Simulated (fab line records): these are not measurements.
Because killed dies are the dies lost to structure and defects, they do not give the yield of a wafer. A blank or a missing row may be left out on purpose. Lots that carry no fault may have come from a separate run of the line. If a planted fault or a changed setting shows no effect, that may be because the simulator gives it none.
Check of tool commonality || flow n5Finfet || 24 wafers sampled across 8 lots

## REASON FOR OPENING
Flagged at N5_DUMMY_REMOVAL_INSPECT_06: reading rawDefectCount, on 2 of 8 lots. No-fault wafers: 11, standard deviation 5.1.
Rule: a lot is flagged when every wafer of it that has a number lies more than 4 standard deviations from that mean, or none has a number. The rest of the lots are taken to be sound.

{"lot": "L926", "measured": "day 4 14:09", "on": "defectInspect-01", "rawDefectCount, wafer by wafer": "6 14 8", "flag": ""}
{"lot": "L931", "measured": "day 5 16:52", "on": "defectInspect-02", "rawDefectCount, wafer by wafer": "9 11 20", "flag": ""}
{"lot": "L933", "measured": "day 6 03:23", "on": "defectInspect-01", "rawDefectCount, wafer by wafer": "7 5 2", "flag": ""}
{"lot": "L934", "measured": "day 6 11:43", "on": "defectInspect-02", "rawDefectCount, wafer by wafer": "12 9 9", "flag": ""}
{"lot": "L936", "measured": "day 6 21:05", "on": "defectInspect-02", "rawDefectCount, wafer by wafer": "16 20 16", "flag": ""}
{"lot": "L942", "measured": "day 8 08:15", "on": "defectInspect-01", "rawDefectCount, wafer by wafer": "126 153 151", "flag": "FLAGGED"}
{"lot": "L943", "measured": "day 8 15:17", "on": "defectInspect-02", "rawDefectCount, wafer by wafer": "170 132 130", "flag": "FLAGGED"}
{"lot": "L947", "measured": "day 9 18:02", "on": "defectInspect-01", "rawDefectCount, wafer by wafer": "10 8 7", "flag": ""}
Average over the flagged lots: 144; offset from the usual +133, equal to +26 standard deviations.

## LOT BY LOT: THE TOOL USED
3 process steps preceding the reading are held in the record, out of 1938 steps in the route. Every cell lists first the tool, next ch and the chambers used by the sampled wafers, and last the start.
{"lot": "L926", "flag": "", "N5_SDB_HM_DEP_00": "pecvd-01 ch 0,1,2, day 4 09:33", "N5_DUMMY_REMOVAL_HM_STRIP_01": "rieDiel-06 ch 0,1,2, day 4 13:58", "N5_DUMMY_REMOVAL_STRIP_10": "rieDiel-06 ch 0,1,2, day 4 13:59"}
{"lot": "L931", "flag": "", "N5_SDB_HM_DEP_00": "pecvd-04 ch 0,1, day 5 12:11", "N5_DUMMY_REMOVAL_HM_STRIP_01": "rieDiel-03 ch 1,2, day 5 16:40", "N5_DUMMY_REMOVAL_STRIP_10": "rieDiel-03 ch 1,2, day 5 16:42"}
{"lot": "L933", "flag": "", "N5_SDB_HM_DEP_00": "pecvd-01 ch 0,1,2, day 5 22:45", "N5_DUMMY_REMOVAL_HM_STRIP_01": "rieDiel-06 ch 1,2, day 6 03:11", "N5_DUMMY_REMOVAL_STRIP_10": "rieDiel-06 ch 1,2, day 6 03:13"}
{"lot": "L934", "flag": "", "N5_SDB_HM_DEP_00": "pecvd-04 ch 0,1,2, day 6 06:19", "N5_DUMMY_REMOVAL_HM_STRIP_01": "rieDiel-03 ch 0,1,2, day 6 11:32", "N5_DUMMY_REMOVAL_STRIP_10": "rieDiel-03 ch 0,1,2, day 6 11:34"}
{"lot": "L936", "flag": "", "N5_SDB_HM_DEP_00": "pecvd-01 ch 0,1,2, day 6 16:31", "N5_DUMMY_REMOVAL_HM_STRIP_01": "rieDiel-06 ch 0,1,2, day 6 20:53", "N5_DUMMY_REMOVAL_STRIP_10": "rieDiel-06 ch 0,1,2, day 6 20:55"}
{"lot": "L942", "flag": "FLAGGED", "N5_SDB_HM_DEP_00": "pecvd-04 ch 0,2, day 8 03:17", "N5_DUMMY_REMOVAL_HM_STRIP_01": "rieDiel-06 ch 0,1, day 8 08:03", "N5_DUMMY_REMOVAL_STRIP_10": "rieDiel-06 ch 0,1, day 8 08:05"}
{"lot": "L943", "flag": "FLAGGED", "N5_SDB_HM_DEP_00": "pecvd-04 ch 0,1,2, day 8 10:29", "N5_DUMMY_REMOVAL_HM_STRIP_01": "rieDiel-06 ch 0,1,2, day 8 15:05", "N5_DUMMY_REMOVAL_STRIP_10": "rieDiel-06 ch 0,1,2, day 8 15:07"}
{"lot": "L947", "flag": "", "N5_SDB_HM_DEP_00": "pecvd-03 ch 0,2, day 9 13:20", "N5_DUMMY_REMOVAL_HM_STRIP_01": "rieDiel-05 ch 0,1,3, day 9 17:50", "N5_DUMMY_REMOVAL_STRIP_10": "rieDiel-05 ch 0,1,3, day 9 17:53"}
What the steps here do:
- N5_SDB_HM_DEP_00: deposits SiNx from SiH4/NH3/N2, target thk 40 nm, time 35.3 s.
- N5_DUMMY_REMOVAL_HM_STRIP_01: strips SiNx in CH3F/O2, stops on poly-Si, target depth 4 nm, time 6.8 s.
- N5_DUMMY_REMOVAL_STRIP_10: strips in N2/H2, time 40 s.
- N5_DUMMY_REMOVAL_INSPECT_06: inspects for defects (brightfield).

## FLAGGED OVER TOTAL, TOOL BY TOOL (the gauges that took the reading come last)
{"step": "N5_SDB_HM_DEP_00", "tool": "pecvd-01", "lots run": 3, "flagged": 0, "share of the flagged lots": "none", "sound lots run after its first flagged lot": "-"}
{"step": "N5_SDB_HM_DEP_00", "tool": "pecvd-03", "lots run": 1, "flagged": 0, "share of the flagged lots": "none", "sound lots run after its first flagged lot": "-"}
{"step": "N5_SDB_HM_DEP_00", "tool": "pecvd-04", "lots run": 4, "flagged": 2, "share of the flagged lots": "all", "sound lots run after its first flagged lot": 0}
{"step": "N5_DUMMY_REMOVAL_HM_STRIP_01", "tool": "rieDiel-03", "lots run": 2, "flagged": 0, "share of the flagged lots": "none", "sound lots run after its first flagged lot": "-"}
{"step": "N5_DUMMY_REMOVAL_HM_STRIP_01", "tool": "rieDiel-05", "lots run": 1, "flagged": 0, "share of the flagged lots": "none", "sound lots run after its first flagged lot": "-"}
{"step": "N5_DUMMY_REMOVAL_HM_STRIP_01", "tool": "rieDiel-06", "lots run": 5, "flagged": 2, "share of the flagged lots": "all", "sound lots run after its first flagged lot": 0}
{"step": "N5_DUMMY_REMOVAL_STRIP_10", "tool": "rieDiel-03", "lots run": 2, "flagged": 0, "share of the flagged lots": "none", "sound lots run after its first flagged lot": "-"}
{"step": "N5_DUMMY_REMOVAL_STRIP_10", "tool": "rieDiel-05", "lots run": 1, "flagged": 0, "share of the flagged lots": "none", "sound lots run after its first flagged lot": "-"}
{"step": "N5_DUMMY_REMOVAL_STRIP_10", "tool": "rieDiel-06", "lots run": 5, "flagged": 2, "share of the flagged lots": "all", "sound lots run after its first flagged lot": 0}
{"step": "N5_DUMMY_REMOVAL_INSPECT_06", "tool": "defectInspect-01", "lots run": 4, "flagged": 1, "share of the flagged lots": "some", "sound lots run after its first flagged lot": "1 (L947)"}
{"step": "N5_DUMMY_REMOVAL_INSPECT_06", "tool": "defectInspect-02", "lots run": 4, "flagged": 1, "share of the flagged lots": "some", "sound lots run after its first flagged lot": 0}

## WHAT THE TABLE PERMITS
All flagged lots were run by 3 table rows, namely pecvd-04 at N5_SDB_HM_DEP_00, rieDiel-06 at N5_DUMMY_REMOVAL_HM_STRIP_01, rieDiel-06 at N5_DUMMY_REMOVAL_STRIP_10.
- pecvd-04 at N5_SDB_HM_DEP_00 ran 4 lots, 2 of them flagged. A fault beginning between L934 (day 6 06:19), its last sound lot, and L942 (day 8 03:17), its first flagged one, fits the data.
- rieDiel-06 at N5_DUMMY_REMOVAL_HM_STRIP_01 ran 5 lots, 2 of them flagged. A fault beginning between L936 (day 6 20:53), its last sound lot, and L942 (day 8 08:03), its first flagged one, fits the data. On the flagged lots its readings are blank where sound lots have values: CH3F_flow_sccm, O2_flow_sccm, drypumpMotorCurrentA, oesProductAu and 3 more.
- rieDiel-06 at N5_DUMMY_REMOVAL_STRIP_10 ran 5 lots, 2 of them flagged. A fault beginning between L936 (day 6 20:55), its last sound lot, and L942 (day 8 08:05), its first flagged one, fits the data.
Because each of these 2 tools fits a fault that began at some hour, counting lots does not separate them. More lots, or a look at what each step does to the wafer, might.

## WHAT HAD BEEN PUT IN BY THE SIMULATOR
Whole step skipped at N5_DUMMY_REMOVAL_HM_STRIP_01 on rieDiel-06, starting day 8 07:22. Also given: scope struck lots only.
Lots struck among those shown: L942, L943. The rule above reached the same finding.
